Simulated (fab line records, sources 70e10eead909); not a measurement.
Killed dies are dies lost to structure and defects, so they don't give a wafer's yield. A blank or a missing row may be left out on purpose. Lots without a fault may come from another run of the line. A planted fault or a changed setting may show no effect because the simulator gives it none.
Chamber matching | flow nand_harc | NHARC_A_M0_CMP_23 on cmp-02: 4 sister chambers
The step polishes, t overpolish 20 s, target thk 113.75 nm. 4 wafers are shown with their chamber, then 8 later ones without.

WAFERS WITH THEIR CHAMBER
wafer  | chamber | motor_current_A (A)
L595.6 | 3       | 12.4
L599.2 | 1       | 11.8
L599.3 | 2       | 10.7
L600.1 | 0       | 12.7

WAFERS WITHOUT THEIR CHAMBER
wafer  | motor_current_A (A)
L600.4 | 11.8
L600.5 | 12.5
L601.2 | 10.4
L601.3 | 12.9
L601.4 | 11.7
L605.1 | 11.8
L605.5 | 12.1
L605.6 | 10.4

WHICH CHAMBER EACH WENT THROUGH
wafer  | from the rows above          | in truth
L600.4 | 1                            | 1
L600.5 | can't be placed: 3 or 0      | 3
L601.2 | 2                            | 2
L601.3 | can't be placed: 0 or 3      | 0
L601.4 | 1                            | 1
L605.1 | 1                            | 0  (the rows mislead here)
L605.5 | can't be placed: 1 or 3 or 0 | 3
L605.6 | 2                            | 2
Placed correctly: 4 of 8. Can't be placed from these rows: 3 (the true chamber is among the candidates in 3). Placed wrongly: 1.
How it was worked out, from the rows above alone: a wafer's distance from a chamber is the root of the sum, over the readings, of the square of ((its reading less the chamber's mean) divided by the reading's scatter). The wafer belongs to the nearest chamber; if the next one is less than 2 further off, it can't be placed. A chamber's mean is the mean of its shown wafers. The scatter: with one shown wafer a chamber, the root of the mean of the squares of how far each hidden wafer lies from its nearest shown one.
